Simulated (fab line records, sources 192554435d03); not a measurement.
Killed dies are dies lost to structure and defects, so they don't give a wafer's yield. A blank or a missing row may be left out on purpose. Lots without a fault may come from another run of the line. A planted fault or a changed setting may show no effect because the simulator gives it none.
Split-lot experiment | flow n5_finfet | 7 lots, 21 wafers read, on a route of 1938 steps

THE SPLIT
At N5_BEOL_M0_SAQP_EXPOSE_37 (exposes mask M0 CUT1, target cd 30 nm), the setting dose_mj was moved away from the recipe's 44.75 on 6 of the 21 wafers read, by -5.7% to +2.5%. The other wafers ran this setting at the recipe's value.

FROM THE SPLIT TO THE READING: what the file shows between them, 2 steps
- N5_BEOL_M0_SAQP_PEB_38: peb time 60 s
- N5_BEOL_M0_SAQP_DEVELOP_39: develop time 30 s

THE READING
cd_nm, in nm, at N5_BEOL_M0_SAQP_CD_MEAS_40 (target cd 30 nm). Fault-free wafers of this fab line usually give 30.05 nm, standard deviation 0.23 nm.

wafer  | tool, chamber at the split | dose_mj as run | against the recipe | cd_nm, nm | against lot-mates on the recipe
L075.1 | euv_scanner-02, 0          | 44.75          | recipe             | 30.01     | -
L075.4 | euv_scanner-02, 0          | 44.75          | recipe             | 30.20     | -
L075.6 | euv_scanner-02, 0          | 45.85          | +2.5%              | 30.63     | +0.52
L079.1 | euv_scanner-01, 0          | 44.75          | recipe             | 29.68     | -
L079.2 | euv_scanner-01, 0          | 44.75          | recipe             | 29.63     | -
L079.5 | euv_scanner-01, 0          | 44.75          | recipe             | 29.96     | -
L084.3 | euv_scanner-01, 0          | 44.75          | recipe             | 29.83     | -
L084.4 | euv_scanner-01, 0          | 44.75          | recipe             | 29.86     | -
L084.6 | euv_scanner-01, 0          | 42.22          | -5.7%              | 28.39     | -1.45
L086.2 | euv_scanner-01, 0          | 42.62          | -4.8%              | 28.94     | -0.89
L086.3 | euv_scanner-01, 0          | 44.75          | recipe             | 29.83     | -
L086.5 | euv_scanner-01, 0          | 42.62          | -4.8%              | 28.90     | -0.93
L085.2 | euv_scanner-02, 0          | 44.75          | recipe             | 29.92     | -
L085.5 | euv_scanner-02, 0          | 44.75          | recipe             | 29.77     | -
L085.6 | euv_scanner-02, 0          | 44.75          | recipe             | 29.95     | -
L088.2 | euv_scanner-02, 0          | 44.75          | recipe             | 30.50     | -
L088.3 | euv_scanner-02, 0          | 42.95          | -4.0%              | 29.37     | -1.13
L088.4 | euv_scanner-02, 0          | 42.95          | -4.0%              | 29.43     | -1.07
L090.2 | euv_scanner-02, 0          | 44.75          | recipe             | 30.44     | -
L090.4 | euv_scanner-02, 0          | 44.75          | recipe             | 29.92     | -
L090.6 | euv_scanner-02, 0          | 44.75          | recipe             | 30.21     | -

THE FIT
A straight line over all 21 wafers: cd_nm changes by +0.223 nm for each +1% of dose_mj; r = +0.89; the points scatter about the line by 0.25 nm.
The same after taking each lot's own level away (the mean of its wafers on the recipe; 21 wafers): +0.233 nm for each +1%; r = +0.96; scatter 0.14 nm.
On that fit, the largest move of dose_mj shifts the reading by 1.3 nm.
The lots' own levels span 29.757 to 30.500 nm, that is 3.2 times the standard deviation above.
So the lot-to-lot level changes the slope little: the two slopes agree.
Check: with one of the wafers moved furthest among these (-5.7%) left out of the fit, the line predicts -1.27 nm for it against its lot-mates. It came out at -1.45 nm against them.

THE WHOLE CHAIN: every reading that the file lists as answering this split, in the file's order
step                        | what it does                                                           | reading                                                             | change (the file's fit)               | r (the file's)
N5_BEOL_M0_SAQP_CD_MEAS_40  | target cd 30 nm                                                        | cd_nm                                                               | +0.238 nm for each +1% of the setting | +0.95
N5_BEOL_M0_SAQP_DESCUM_45   | chemistry O2, time 7 s                                                 | BEOL_M0_SAQP.cd_nm (the simulator's own value, which no gauge read) | +0.227 nm for each +1% of the setting | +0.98
N5_BEOL_M0_SAQP_ETCH_88     | etches underlayer in N2/H2, target depth 6.5 nm, time 5.2 s            | BEOL_M0_SAQP.cd_nm (the simulator's own value, which no gauge read) | +0.221 nm for each +1% of the setting | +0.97
N5_BEOL_M0_SAQP_CUT_ETCH_46 | etches SOC in N2/H2, target depth 135 nm, overetch 27 nm, time 202.5 s | BEOL_M0_SAQP.cd_nm (the simulator's own value, which no gauge read) | +0.191 nm for each +1% of the setting | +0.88
N5_BEOL_M0_SAQP_ETCH_49     | etches SiO2 in CF4/O2, target depth 37 nm                              | BEOL_M0_SAQP.cd_nm (the simulator's own value, which no gauge read) | +0.176 nm for each +1% of the setting | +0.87

THE FILE'S OWN FIT
cd_nm changes by +0.238 nm for each +1% of dose_mj, r = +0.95.
